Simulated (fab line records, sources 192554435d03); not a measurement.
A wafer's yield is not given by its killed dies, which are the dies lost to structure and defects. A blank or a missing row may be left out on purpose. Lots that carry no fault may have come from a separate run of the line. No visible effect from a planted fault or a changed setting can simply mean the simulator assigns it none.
Matching of chambers    flow n5-finfet    3 sister chambers for N5_BEOL_M8_CURE_74 on uv-cure-03
The step cures SiCOH lowk, time 240 s. 6 wafers are shown with their chamber, then 12 later ones without.

== WAFERS WITH THEIR CHAMBER ==
wafer   chamber  wafer_temp_C_max  lamp-power-pct (%)
L085.4  1        387.9             52.16
L085.6  1        387.2             52.28
L087.4  0        386.9             52.14
L087.6  0        387.5             52.45
L088.2  2        386.2             52.27
L088.6  2        386.3             52.22

== WAFERS WITHOUT THEIR CHAMBER ==
wafer   wafer_temp_C_max  lamp-power-pct (%)
L092.1  387.0             52.34
L092.2  386.4             52.26
L092.3  386.5             52.20
L094.1  387.7             52.34
L094.4  387.9             52.40
L094.6  387.4             52.33
L096.1  387.3             52.25
L096.2  386.7             52.25
L096.5  385.9             52.34
L097.1  387.2             52.29
L097.4  386.5             52.39
L097.6  387.6             52.35

== WHICH CHAMBER EACH WENT THROUGH ==
wafer   from the rows above           in truth
L092.1  can't be placed: 0 or 1 or 2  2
L092.2  can't be placed: 2 or 0       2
L092.3  can't be placed: 2 or 0       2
L094.1  can't be placed: 1 or 0       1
L094.4  can't be placed: 1 or 0       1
L094.6  can't be placed: 0 or 1       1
L096.1  can't be placed: 0 or 1       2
L096.2  can't be placed: 2 or 0 or 1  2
L096.5  2                             2
L097.1  can't be placed: 0 or 1       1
L097.4  can't be placed: 2 or 0 or 1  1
L097.6  can't be placed: 1 or 0       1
Correct placement for 1 of the 12. Unplaceable from these rows: 11, with the true chamber sitting among the candidates in 10. Placed wrongly: 0.
How it was worked out, from the rows above alone: a wafer's distance from a chamber is the root of the sum, over the readings, of the square of ((its reading less the chamber's mean) divided by the reading's scatter). If the next closest chamber is less than 2 further off than the closest, the wafer can't be placed; otherwise it belongs to the closest. A chamber's mean is the mean of its shown wafers. The scatter: take each reading less its chamber's mean, square it, sum over the shown wafers, divide by the number of wafers less the number of chambers, and take the root.
